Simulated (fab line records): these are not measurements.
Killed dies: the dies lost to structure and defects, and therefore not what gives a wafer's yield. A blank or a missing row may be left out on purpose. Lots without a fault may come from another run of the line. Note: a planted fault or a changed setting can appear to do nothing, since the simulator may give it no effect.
Matching of chambers :: flow n5-finfet :: rie-diel-05 running N5_SD_EPI_N_ETCH_35: 4 sister chambers
The step etches SOC in N2/H2, overetch 108 nm, time 486 s. 16 wafers are shown with their chamber, then 8 later ones without.

WAFERS, EACH WITH ITS CHAMBER
wafer: L076.2
chamber: 2
showerhead-plenum-p-Torr (Torr): 2.69
drypump-motor-current-A (A): 6.3
throttle-valve-pct (%): 23.7

wafer: L076.4
chamber: 1
showerhead-plenum-p-Torr (Torr): 2.63
drypump-motor-current-A (A): 5.2
throttle-valve-pct (%): 24.1

wafer: L076.6
chamber: 3
showerhead-plenum-p-Torr (Torr): 2.42
drypump-motor-current-A (A): 5.6
throttle-valve-pct (%): 24.3

wafer: L078.1
chamber: 2
showerhead-plenum-p-Torr (Torr): 2.69
drypump-motor-current-A (A): 6.4
throttle-valve-pct (%): 23.7

wafer: L078.4
chamber: 3
showerhead-plenum-p-Torr (Torr): 2.42
drypump-motor-current-A (A): 5.6
throttle-valve-pct (%): 24.3

wafer: L078.6
chamber: 3
showerhead-plenum-p-Torr (Torr): 2.42
drypump-motor-current-A (A): 5.6
throttle-valve-pct (%): 24.3

wafer: L081.1
chamber: 1
showerhead-plenum-p-Torr (Torr): 2.62
drypump-motor-current-A (A): 5.2
throttle-valve-pct (%): 24.2

wafer: L081.5
chamber: 0
showerhead-plenum-p-Torr (Torr): 2.65
drypump-motor-current-A (A): 6.0
throttle-valve-pct (%): 23.4

wafer: L081.6
chamber: 1
showerhead-plenum-p-Torr (Torr): 2.62
drypump-motor-current-A (A): 5.2
throttle-valve-pct (%): 24.2

wafer: L083.1
chamber: 3
showerhead-plenum-p-Torr (Torr): 2.42
drypump-motor-current-A (A): 5.6
throttle-valve-pct (%): 24.4

wafer: L083.2
chamber: 1
showerhead-plenum-p-Torr (Torr): 2.62
drypump-motor-current-A (A): 5.2
throttle-valve-pct (%): 24.2

wafer: L083.5
chamber: 1
showerhead-plenum-p-Torr (Torr): 2.62
drypump-motor-current-A (A): 5.2
throttle-valve-pct (%): 24.2

wafer: L087.1
chamber: 3
showerhead-plenum-p-Torr (Torr): 2.41
drypump-motor-current-A (A): 5.6
throttle-valve-pct (%): 24.3

wafer: L087.2
chamber: 2
showerhead-plenum-p-Torr (Torr): 2.68
drypump-motor-current-A (A): 6.3
throttle-valve-pct (%): 23.8

wafer: L087.3
chamber: 0
showerhead-plenum-p-Torr (Torr): 2.64
drypump-motor-current-A (A): 6.1
throttle-valve-pct (%): 23.4

wafer: L088.3
chamber: 0
showerhead-plenum-p-Torr (Torr): 2.64
drypump-motor-current-A (A): 6.1
throttle-valve-pct (%): 23.4

SIGNATURES, as means of the wafers listed above
reading: showerhead-plenum-p-Torr
chamber 0: 2.6433
chamber 1: 2.6220
chamber 2: 2.6867
chamber 3: 2.4180
scatter within a chamber: 0.00494

reading: drypump-motor-current-A
chamber 0: 6.067
chamber 1: 5.200
chamber 2: 6.333
chamber 3: 5.600
scatter within a chamber: 0.0333

reading: throttle-valve-pct
chamber 0: 23.400
chamber 1: 24.180
chamber 2: 23.733
chamber 3: 24.320
scatter within a chamber: 0.0435
Rule: distance of a wafer from a chamber = root of the sum over the readings of ((wafer's reading minus chamber's mean) / reading's scatter) squared. If the next closest chamber is less than 2 further off than the closest, the wafer can't be placed; otherwise it belongs to the closest. The scatter: the root of (the sum of the squares of (reading less its chamber's mean) over the shown wafers, divided by (wafers less chambers)).

WAFERS MISSING THEIR CHAMBER
wafer: L088.5
showerhead-plenum-p-Torr (Torr): 2.68
drypump-motor-current-A (A): 6.3
throttle-valve-pct (%): 23.8

wafer: L088.6
showerhead-plenum-p-Torr (Torr): 2.64
drypump-motor-current-A (A): 6.1
throttle-valve-pct (%): 23.4

wafer: L092.1
showerhead-plenum-p-Torr (Torr): 2.64
drypump-motor-current-A (A): 6.0
throttle-valve-pct (%): 23.4

wafer: L092.2
showerhead-plenum-p-Torr (Torr): 2.73
drypump-motor-current-A (A): 5.6
throttle-valve-pct (%): 24.1

wafer: L092.3
showerhead-plenum-p-Torr (Torr): 2.61
drypump-motor-current-A (A): 5.2
throttle-valve-pct (%): 24.2

wafer: L097.1
showerhead-plenum-p-Torr (Torr): 2.67
drypump-motor-current-A (A): 6.4
throttle-valve-pct (%): 23.8

wafer: L097.3
showerhead-plenum-p-Torr (Torr): 2.73
drypump-motor-current-A (A): 5.6
throttle-valve-pct (%): 24.1

wafer: L097.6
showerhead-plenum-p-Torr (Torr): 2.73
drypump-motor-current-A (A): 5.6
throttle-valve-pct (%): 24.1

EACH ONE'S CHAMBER
wafer: L088.5
from the rows above: 2
in truth: 2

wafer: L088.6
from the rows above: 0
in truth: 0

wafer: L092.1
from the rows above: 0
in truth: 0

wafer: L092.2
from the rows above: can't be placed: 1 or 2
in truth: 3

wafer: L092.3
from the rows above: 1
in truth: 1

wafer: L097.1
from the rows above: 2
in truth: 2

wafer: L097.3
from the rows above: can't be placed: 1 or 2
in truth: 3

wafer: L097.6
from the rows above: can't be placed: 1 or 2
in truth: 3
Correct placement for 5 of the 8. Cannot be placed on the basis of these rows: 3; the candidates contain the true chamber in 0. Number placed wrongly: 0.
